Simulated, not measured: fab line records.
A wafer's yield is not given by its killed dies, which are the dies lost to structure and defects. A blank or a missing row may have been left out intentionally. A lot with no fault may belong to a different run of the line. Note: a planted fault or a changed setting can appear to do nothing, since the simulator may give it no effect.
Chamber matching | flow n5Finfet | N5_BEOL_M0_SAQP_CUT_ETCH_46 on rieDiel-01: 4 sister chambers
The step etches SOC in N2/H2, target depth 135 nm, overetch 27 nm, time 202.5 s. 18 wafers are shown with their chamber, then 9 later ones without.

== WAFERS PAIRED WITH THEIR CHAMBERS ==
wafer  | chamber | drypumpMotorCurrentA (A) | showerheadPlenumPTorr (Torr) | throttleValvePct (%)
L074.2 | 1       | 6.3                      | 2.49                         | 17.56
L074.3 | 0       | 6.1                      | 2.62                         | 17.81
L074.5 | 0       | 6.1                      | 2.62                         | 17.80
L082.2 | 2       | 5.1                      | 2.46                         | 17.83
L082.3 | 1       | 6.3                      | 2.48                         | 17.59
L082.5 | 2       | 5.1                      | 2.46                         | 17.83
L086.3 | 1       | 6.3                      | 2.48                         | 17.62
L086.5 | 2       | 5.2                      | 2.45                         | 17.85
L086.6 | 1       | 6.3                      | 2.48                         | 17.62
L088.1 | 3       | 6.0                      | 2.54                         | 17.58
L088.4 | 2       | 5.1                      | 2.45                         | 17.85
L088.5 | 1       | 6.4                      | 2.48                         | 17.62
L089.1 | 1       | 6.3                      | 2.48                         | 17.63
L089.2 | 2       | 5.1                      | 2.45                         | 17.84
L089.6 | 3       | 6.0                      | 2.54                         | 17.57
L090.3 | 3       | 6.0                      | 2.53                         | 17.59
L090.4 | 3       | 6.0                      | 2.53                         | 17.59
L090.5 | 2       | 5.1                      | 2.45                         | 17.86

SIGNATURES (averages over the wafers above)
reading               | chamber 0 | chamber 1 | chamber 2 | chamber 3 | scatter within a chamber
drypumpMotorCurrentA  | 6.100     | 6.317     | 5.117     | 6.000     | 0.0345
showerheadPlenumPTorr | 2.6200    | 2.4817    | 2.4533    | 2.5350    | 0.00476
throttleValvePct      | 17.8050   | 17.6067   | 17.8433   | 17.5825   | 0.0181
Rule: a wafer lies at a distance from a chamber equal to the root of the sum of squares, over the readings, of (its reading less the chamber's mean, divided by the reading's scatter). The wafer belongs to the nearest chamber; if the next one is less than 2 further off, it can't be placed. The scatter: take each reading less its chamber's mean, square it, sum over the shown wafers, divide by the number of wafers less the number of chambers, and take the root.

== WAFERS WITH NO CHAMBER GIVEN ==
wafer  | drypumpMotorCurrentA (A) | showerheadPlenumPTorr (Torr) | throttleValvePct (%)
L091.2 | 6.3                      | 2.48                         | 17.62
L091.3 | 5.1                      | 2.45                         | 17.86
L091.6 | 6.3                      | 2.48                         | 17.62
L093.1 | 6.4                      | 2.47                         | 17.65
L093.2 | 6.0                      | 2.53                         | 17.58
L093.5 | 6.3                      | 2.47                         | 17.63
L095.1 | 6.3                      | 2.47                         | 17.66
L095.3 | 5.2                      | 2.44                         | 17.86
L095.6 | 6.3                      | 2.47                         | 17.66

== THE CHAMBER EACH PASSED THROUGH ==
wafer  | from the rows above | in truth
L091.2 | 1                   | 1
L091.3 | 2                   | 2
L091.6 | 1                   | 1
L093.1 | 1                   | 1
L093.2 | 3                   | 3
L093.5 | 1                   | 1
L095.1 | 1                   | 1
L095.3 | 2                   | 2
L095.6 | 1                   | 1
Correctly placed: 9 of 9. From these rows, 0 cannot be placed. 0 placed wrongly.
